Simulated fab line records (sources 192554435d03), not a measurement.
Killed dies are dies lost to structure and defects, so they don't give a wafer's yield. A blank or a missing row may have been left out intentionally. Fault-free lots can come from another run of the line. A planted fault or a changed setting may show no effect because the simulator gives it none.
Comparing a struck lot with a sound one | flow n5 finfet | 16 out of 1938 route steps
Sound: the wafers L330.1, L330.4, L330.5. Struck: wafers L325.1, L325.3, L325.5. The cause comes at the end.
Order at every step that has rows: each side's tool, ch and its chambers, its first start. Under that, the readings that differ: sound wafers | struck wafers | difference of the means | sigmas: that difference in standard deviations of wafers without a fault.
alike: same words and numbers on both sides, and readings whose means sit less than 2 such deviations apart. not compared: any withheld reading, any reading some wafer has no value for, any bound like >300 that may hide the same value, and any number with overlapping values for which the record gives no deviation.
A row with sigmas, a row that says differs or no value, or rows on one side alone: a step with any of these is where the two part. Numbers that have no deviation but don't overlap get no sigmas and don't part them. Lack of a reading on every wafer of one side parts them only where that side has two or more wafers.

first, 6 steps without rows for these wafers: N5_FIN_CUT_COAT_02 (resist thk 30 nm); N5_FIN_CUT_EBR_04; N5_FIN_CUT_SOFTBAKE_03 (time 60 s); N5_FIN_CUT_EXPOSE_05 (exposes mask FIN CUT); N5_FIN_CUT_PEB_06 (peb time 60 s); N5_FIN_CUT_DEVELOP_07 (develop time 30 s).
N5_FIN_CUT_CD_MEAS_08 targets a cd of 29.1 nm.
  sound on cd sem-01 ch 0, day 5 16:05; struck on cd sem-02 ch 0, day 4 09:12
  reading    | sound             | struck            | difference | sigmas
  cd nm (nm) | 29.41 29.37 29.09 | 28.85 28.67 28.90 | -0.48      | -2
N5_FIN_CUT_OVL_MEAS_09:
  sound on overlay-02 ch 0, day 5 16:07; struck on overlay-01 ch 0, day 4 09:14
  alike: FIN_CUT_OVL
N5_FIN_CUT_INSPECT_10: inspects for defects (brightfield).
  sound: defect inspect-02 at day 5 16:11; struck: defect inspect-02 at day 4 09:17
  alike: raw defect count
N5_FIN_CUT_DESCUM_13: chemistry O2, time 7 s.
  sound on rie diel-04 ch 1,3, day 5 16:13; struck on rie diel-03 ch 0,1, day 4 09:20
  alike: chamber pressure mTorr, drypump motor current A, oes product au, rf vpp V, showerhead plenum p Torr, throttle valve pct
  not compared: rf hours counter h
N5_FIN_CUT_ETCH_30: etches underlayer in N2/H2, target depth 13 nm, time 10.4 s.
  sound on rie diel-04 ch 1,3, day 5 16:15; struck on rie diel-03 ch 0,1, day 4 09:22
  alike: bias w, chamber pressure mTorr, drypump motor current A, etch rf on time s, oes product au, rf vpp V, showerhead plenum p Torr, throttle valve pct
  not compared: rf hours counter h
N5_FIN_CUT_ETCH_20: etches SiARC in CF4, target depth 26 nm, time 43.3 s.
  sound on rie diel-04 ch 1,3, day 5 16:16; struck on rie diel-03 ch 0,1, day 4 09:23
  alike: bias w, chamber pressure mTorr, drypump motor current A, etch rf on time s, oes product au, rf vpp V, showerhead plenum p Torr, throttle valve pct
  not compared: rf hours counter h
N5_FIN_CUT_ETCH_21: etches SOC in N2/H2, target depth 219 nm, overetch 43.8 nm, time 523.5 s.
  sound on rie diel-04 ch 1,3, day 5 16:19; struck on rie diel-03 ch 0,1, day 4 09:25
  reading                                    | sound             | struck            | difference | sigmas
  bias w (W)                                 | 61.26 61.40 60.92 | 57.71 57.86 57.88 | -3.38      | -18
  rf vpp V (V)                               | 240.2 239.1 240.1 | 233.9 234.5 235.0 | -5.3       | -4
  model.SiARC_of_FIN_CUT_COAT_19.thk nm (nm) | 11.8 11.6 11.8    | 12 12.2 12        | +0         |
  alike: chamber pressure mTorr, drypump motor current A, oes product au, showerhead plenum p Torr, throttle valve pct
  not compared: rf hours counter h
then, 1 step without rows for these wafers: N5_FIN_CUT_STRIP_23 (strips in N2/H2).
-- record jumps: 6 days separate the struck wafers' starts on either side; left off in module FIN_CUT, taken up again in module BEOL_M4, whose first shown step is the route's number 1111 --
N5_BEOL_M4_RC_MEAS_101:
  sound on prober-02 ch 0, day 11 17:36; struck on prober-02 ch 0, day 10 13:26
  reading        | sound          | struck         | difference | sigmas
  DIBL_N (mV/V)  | 40.6 40.2 37.8 | 35.0 32.3 35.6 | -5.2       | -3
  DIBL_P (mV/V)  | 41.6 39.0 38.2 | 35.5 32.5 37.0 | -4.6       | -2
  IOFF_P (nA/um) | 0.31 0.25 0.24 | 0.18 0.15 0.22 | -0.08      | -2
  SS_N (mV/dec)  | 72.2 73.9 72.4 | 71.7 71.0 71.3 | -1.5       | -2
  alike: IOFF_N, ION_N, ION_P, SS_P, VT_N, VT_P
-- the record jumps here: 5 days lie between the struck wafers' starts before and after (it left off in module BEOL_M4 and takes up again in module PASSIVATION, whose first step shown is number 1936 of the route) --
N5_PASSIVATION_PROBE_49:
  sound: prober-01 at day 16 18:23; struck: prober-01 at day 15 13:19
  alike: defect limited yield, killed_at_M0_to_M3, killed_at_M4_up, killed at contacts, killed at front end, killed at other, killed dies, killed open, killed short, sort_bin_4_leakage, sort_bin_5_function, sort_bin_6_memory, sort_bin_8_speed, sort n pass, sort yield pct

WHERE THEY PART
First at N5_FIN_CUT_CD_MEAS_08; last, within this record, at N5_BEOL_M4_RC_MEAS_101. Later steps at which nothing parts them and some readings are alike: N5_PASSIVATION_PROBE_49.

WHY: what had been put in by the simulator
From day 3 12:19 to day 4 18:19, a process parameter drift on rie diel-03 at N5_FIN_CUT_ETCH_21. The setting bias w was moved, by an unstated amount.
